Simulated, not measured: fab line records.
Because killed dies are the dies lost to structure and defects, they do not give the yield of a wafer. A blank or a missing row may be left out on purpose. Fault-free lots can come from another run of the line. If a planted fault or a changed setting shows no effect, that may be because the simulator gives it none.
Chamber matching -- flow n5_finfet -- N5_BEOL_M7_ETCH_72 on rie_diel-04 has 4 sister chambers
The step etches underlayer in N2/H2, target depth 6.5 nm, time 5.2 s. 4 wafers are shown with their chamber, then 8 later ones without.

## WAFERS PAIRED WITH THEIR CHAMBERS
wafer,chamber,drypump_motor_current_A (A)
L086.1,1,5.3
L086.3,2,6.4
L086.4,3,5.7
L091.3,0,5.9

## WAFERS WHOSE CHAMBER IS MISSING
wafer,drypump_motor_current_A (A)
L091.4,5.7
L091.6,5.7
L096.1,5.3
L096.5,5.7
L096.6,6.4
L095.2,5.9
L095.4,6.4
L095.6,5.4

## WHICH CHAMBER EACH WENT THROUGH
wafer,from the rows above,in truth
L091.4,3,3
L091.6,3,3
L096.1,1,1
L096.5,3,3
L096.6,2,2
L095.2,0,0
L095.4,2,2
L095.6,1,1
8 of 8 placed correctly. Left unplaced by these rows: 0. 0 placed wrongly.
How it was worked out, from the rows above alone: a wafer's distance from a chamber is the root of the sum, over the readings, of the square of ((its reading less the chamber's mean) divided by the reading's scatter). If the next closest chamber is less than 2 further off than the closest, the wafer can't be placed; otherwise it belongs to the closest. For every chamber, the mean is computed from those of its wafers that are shown. The scatter: root of mean squared gap, hidden wafer to nearest shown wafer, with one shown wafer a chamber.
